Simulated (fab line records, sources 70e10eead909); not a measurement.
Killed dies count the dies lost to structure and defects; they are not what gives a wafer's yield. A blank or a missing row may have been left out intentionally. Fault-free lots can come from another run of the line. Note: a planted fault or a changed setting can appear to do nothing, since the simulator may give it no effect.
Comparing a struck lot with a sound one || flow nandHarc || 42 steps out of a route of 1159
Sound: wafers L416.1, L416.2, L416.6. Struck: wafer L430.3 (left out: L430.2, L430.5 of the same lot, which were not struck); the cause appears at the end.
Per side, at each step with rows, come the tool, then ch with its chambers, and then its first start. Under that, the readings that differ: sound wafers || struck wafers || difference of the means || sigmas: that difference in standard deviations of wafers without a fault.
alike: same words and numbers on both sides, and readings whose means sit less than 2 such deviations apart. not compared: any withheld reading, any reading some wafer has no value for, any bound like >300 that may hide the same value, and any number with overlapping values for which the record gives no deviation.
A row with sigmas, a row that says differs or no value, or rows on one side alone: a step with any of these is where the two part. Non-overlapping numbers with no deviation appear without sigmas and do not part them. Lack of a reading on every wafer of one side parts them only where that side has two or more wafers.

first, 5 steps without rows for these wafers: NHARC_A_CONTACT_ETCH_78 (etches the open film in O2/COS, target depth 2800 nm, time 728 s); NHARC_A_CONTACT_ETCH_124 (etches the open film in C4F8/O2/Ar, time 140 s, target depth 700 nm); NHARC_A_CONTACT_ETCH_125 (etches the open film in C4F8/O2/Ar, time 155 s, target depth 956 nm); NHARC_A_CONTACT_ETCH_126 (etches the open film in C4F8/O2/Ar, time 155 s, target depth 956 nm); NHARC_A_CONTACT_ETCH_127 (etches the open film in C4F8/O2/Ar, time 155 s, target depth 956 nm).
NHARC_A_CONTACT_ETCH_128: etches the open film in C4F8/O2/Ar, time 155 s, target depth 956 nm.
  sound on harCapEtch-01 ch 0,1, day 17 10:50; struck on harCapEtch-02 ch 1, day 21 09:10
{"reading": "chamberPressureMTorr (mTorr)", "sound": "19.991 20.014 19.984", "struck": 20.035, "difference": "+0.039", "sigmas": "+2"}
  not compared: rfHoursCounterH
NHARC_A_CONTACT_ETCH_129: etches the open film in C4F8/O2/Ar, time 155 s, target depth 956 nm.
  sound on harCapEtch-01 ch 0,1, day 17 10:58; struck on harCapEtch-02 ch 1, day 21 09:20
  alike: chamberPressureMTorr
  not compared: rfHoursCounterH
then, 2 steps without rows for these wafers: NHARC_A_CONTACT_ETCH_130 (etches the open film in C4F8/O2/Ar, time 155 s, target depth 956 nm); NHARC_A_CONTACT_ETCH_131 (etches the open film in C4F8/O2/Ar, time 155 s, target depth 956 nm).
NHARC_A_CONTACT_ETCH_132: etches the open film in C4F8/O2/Ar, time 156 s, target depth 958 nm.
  sound on harCapEtch-01 ch 0,1, day 17 11:24; struck on harCapEtch-02 ch 1, day 21 09:55
  alike: chamberPressureMTorr
  not compared: rfHoursCounterH
then, 2 steps without rows for these wafers: NHARC_A_CONTACT_ETCH_133 (etches the open film in C4F8/O2/Ar, time 195 s, target depth 840 nm); NHARC_A_CONTACT_ETCH_91 (etches the open film in CH3F/O2, target depth 40 nm, time 85.7 s).
NHARC_A_CONTACT_ETCH_97: etches the open film in C4F6/O2, target depth 20 nm, time 10 s.
  sound on rieDiel-12 ch 0,2,3, day 17 12:14; struck on rieDiel-12 ch 3, day 21 10:56
  alike: chamberPressureMTorr, drypumpMotorCurrentA, oesProductAu, rfVppV, showerheadPlenumPTorr, throttleValvePct
  not compared: rfHoursCounterH
NHARC_A_CONTACT_CD_MEAS_80:
  sound: cdSem-03 at day 17 12:19; struck: cdSem-03 at day 21 11:01
  alike: cdNm
then, 18 steps without rows for these wafers: NHARC_A_CONTACT_STRIP_103 (strips in N2/H2); NHARC_A_CONTACT_STRIP_104 (strips in CF4/CHF3); NHARC_A_CONTACT_STRIP_105 (strips in O2/COS); NHARC_A_CONTACT_ETCH_106 (etches the open film in CF4/O2, target depth 60 nm, overetch 6 nm, time 33 s); NHARC_A_CONTACT_STRIP_82 (strips in O2); NHARC_A_CONTACT_STRIP_83 (strips in post etch residue remover, time 600 s); NHARC_A_CONTACT_DEP_84 (deposits aC, target thk 2000 nm); NHARC_A_CONTACT_DEP_85 (deposits SiON, target thk 50 nm); NHARC_A_CONTACT_DEHYDRATE_00 (time 120 s); NHARC_A_CONTACT_HMDS_01 (time 30 s); NHARC_A_CONTACT_COAT_86 (time 75 s); NHARC_A_CONTACT_COAT_87 (time 65 s); NHARC_A_CONTACT_COAT_02 (resist thk 90 nm); NHARC_A_CONTACT_SOFTBAKE_03 (time 55 s); NHARC_A_CONTACT_EBR_04; NHARC_A_CONTACT_EXPOSE_05 (exposes mask A CC); NHARC_A_CONTACT_PEB_06 (peb time 65 s); NHARC_A_CONTACT_DEVELOP_07 (develop time 35 s).
NHARC_A_CONTACT_CD_MEAS_08: target cd 100 nm.
  sound on cdSem-01 ch 0, day 17 17:12; struck on cdSem-03 ch 0, day 21 15:28
  alike: cdNm
NHARC_A_CONTACT_OVL_MEAS_09:
  sound: overlay-02 at day 17 17:17; struck: overlay-02 at day 21 15:34
{"reading": "overlayXNm (nm)", "sound": "1.8 1.5 1.3", "struck": -0.8, "difference": -2.3, "sigmas": -2}
  alike: overlayYNm
then, 3 steps without rows for these wafers: NHARC_A_CONTACT_DESCUM_13 (chemistry O2, time 3 s); NHARC_A_CONTACT_ETCH_88 (etches the open film in CF4, target depth 39 nm, time 65 s); NHARC_A_CONTACT_ETCH_89 (etches the open film in N2/H2, target depth 260 nm, time 475.3 s).
NHARC_A_CONTACT_ETCH_30: etches the open film in CF4/CHF3, target depth 60.5 nm, time 30.2 s.
  sound: rieDiel-11 ch 0,1,3; struck: rieDiel-11 ch 0
{"reading": "oesProductAu (a.u.)", "sound": "0.935 0.936 0.919", "struck": 0.980, "difference": "+0.050", "sigmas": "+2"}
  alike: chamberPressureMTorr, drypumpMotorCurrentA, rfVppV, showerheadPlenumPTorr, throttleValvePct
  not compared: rfHoursCounterH
NHARC_A_CONTACT_ETCH_31: etches the open film in O2/COS, target depth 2000 nm, time 520 s.
  sound: rieDiel-11 ch 1,2; struck: rieDiel-11 ch 0
  alike: chamberPressureMTorr, drypumpMotorCurrentA, oesProductAu, rfVppV, showerheadPlenumPTorr, throttleValvePct
  not compared: rfHoursCounterH
then, 2 steps without rows for these wafers: NHARC_A_CONTACT_ETCH_134 (etches the open film in C4F8/O2/Ar, time 140 s, target depth 700 nm); NHARC_A_CONTACT_ETCH_135 (etches the open film in C4F8/O2/Ar, time 132 s, target depth 1287 nm).
-- jump in the record: it breaks off in module A_CONTACT and resumes in module END (first step shown: number 1159 of the route), and 3 days separate the struck wafers' starts before and after --
NHARC_END_SORT_01:
  only the struck wafers appear in the record here, on prober-02 ch 0 at day 24 05:24; the sound ones have no rows

## WHERE THEY PART
Earliest at NHARC_A_CONTACT_ETCH_128; latest, in this record, at NHARC_END_SORT_01.

WHY: whatever the simulator had introduced
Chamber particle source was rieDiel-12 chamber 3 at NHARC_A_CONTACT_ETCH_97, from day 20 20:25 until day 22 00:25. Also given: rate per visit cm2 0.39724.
